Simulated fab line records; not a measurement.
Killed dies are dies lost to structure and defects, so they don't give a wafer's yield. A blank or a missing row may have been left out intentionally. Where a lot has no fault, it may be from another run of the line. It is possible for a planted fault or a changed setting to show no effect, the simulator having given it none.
Chamber matching / flow n5 finfet / N5_STI_FIN_REVEAL_ALD_00 on ald sin-02 has 4 sister chambers
The step deposits SiO2, target thk 1 nm, pulse time 1 s. 8 wafers are shown with their chamber, then 8 later ones without.

== WAFERS WITH THEIR CHAMBER ==
wafer=L083.6; chamber=1; heater power w (W)=424; precursor pulse height rel=0.981
wafer=L088.4; chamber=1; heater power w (W)=427; precursor pulse height rel=0.994
wafer=L089.5; chamber=0; heater power w (W)=416; precursor pulse height rel=1.032
wafer=L089.6; chamber=3; heater power w (W)=469; precursor pulse height rel=1.003
wafer=L091.1; chamber=2; heater power w (W)=478; precursor pulse height rel=0.966
wafer=L091.2; chamber=0; heater power w (W)=398; precursor pulse height rel=1.029
wafer=L091.4; chamber=3; heater power w (W)=481; precursor pulse height rel=1.018
wafer=L092.1; chamber=2; heater power w (W)=495; precursor pulse height rel=0.994

== WAFERS WITHOUT THEIR CHAMBER ==
wafer=L092.2; heater power w (W)=433; precursor pulse height rel=0.987
wafer=L092.3; heater power w (W)=481; precursor pulse height rel=1.011
wafer=L093.1; heater power w (W)=408; precursor pulse height rel=1.010
wafer=L093.2; heater power w (W)=485; precursor pulse height rel=0.982
wafer=L093.3; heater power w (W)=490; precursor pulse height rel=1.000
wafer=L093.4; heater power w (W)=425; precursor pulse height rel=1.016
wafer=L093.5; heater power w (W)=484; precursor pulse height rel=1.000
wafer=L093.6; heater power w (W)=488; precursor pulse height rel=1.000

== THE CHAMBER EACH PASSED THROUGH ==
wafer=L092.2; from the rows above=1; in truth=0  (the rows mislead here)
wafer=L092.3; from the rows above=can't be placed: 3 or 2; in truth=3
wafer=L093.1; from the rows above=can't be placed: 0 or 1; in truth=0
wafer=L093.2; from the rows above=2; in truth=2
wafer=L093.3; from the rows above=can't be placed: 2 or 3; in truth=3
wafer=L093.4; from the rows above=can't be placed: 0 or 1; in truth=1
wafer=L093.5; from the rows above=can't be placed: 3 or 2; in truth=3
wafer=L093.6; from the rows above=can't be placed: 3 or 2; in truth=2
Placed correctly: 1 of 8. From these rows, 6 cannot be placed; in 6 the true chamber is one of the candidates. Wrongly placed: 1.
How it was worked out, from the rows above alone: a wafer's distance from a chamber is the root of the sum, over the readings, of the square of ((its reading less the chamber's mean) divided by the reading's scatter). The wafer belongs to the nearest chamber; if the next one is less than 2 further off, it can't be placed. For every chamber, the mean is computed from those of its wafers that are shown. The scatter: take each reading less its chamber's mean, square it, sum over the shown wafers, divide by the number of wafers less the number of chambers, and take the root.
